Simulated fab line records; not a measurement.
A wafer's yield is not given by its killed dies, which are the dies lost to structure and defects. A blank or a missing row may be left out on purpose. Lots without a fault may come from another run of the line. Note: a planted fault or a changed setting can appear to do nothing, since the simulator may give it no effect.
Chamber matching    flow n5Finfet    4 sister chambers for N5_WELL_APT_DESCUM_13 on rieDiel-04
The step chemistry O2, time 7.9 s. 4 wafers are shown with their chamber, then 9 later ones without.

== EACH WAFER AND ITS CHAMBER ==
wafer   chamber  drypumpMotorCurrentA (A)
L089.4  3        6.03
L089.5  2        5.43
L091.4  0        5.45
L091.6  1        6.08

== WAFERS WITHOUT THEIR CHAMBER ==
wafer   drypumpMotorCurrentA (A)
L092.4  6.02
L092.5  5.45
L092.6  6.07
L093.1  5.44
L093.2  6.01
L093.4  5.43
L096.3  5.41
L096.5  5.46
L096.6  5.41

== WHICH CHAMBER EACH WENT THROUGH ==
wafer   from the rows above      in truth
L092.4  3                        3
L092.5  can't be placed: 0 or 2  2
L092.6  1                        1
L093.1  can't be placed: 0 or 2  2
L093.2  3                        3
L093.4  can't be placed: 2 or 0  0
L096.3  can't be placed: 2 or 0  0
L096.5  can't be placed: 0 or 2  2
L096.6  can't be placed: 2 or 0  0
Correctly placed: 3 of 9. Unplaceable from these rows: 6, with the true chamber sitting among the candidates in 6. 0 placed wrongly.
How it was worked out, from the rows above alone: a wafer's distance from a chamber is the root of the sum, over the readings, of the square of ((its reading less the chamber's mean) divided by the reading's scatter). The wafer belongs to the nearest chamber; if the next one is less than 2 further off, it can't be placed. The mean given for a chamber averages the wafers shown for that chamber. The scatter (one wafer shown for each chamber): square how far every hidden wafer sits from the nearest shown wafer, average those squares and take the square root.
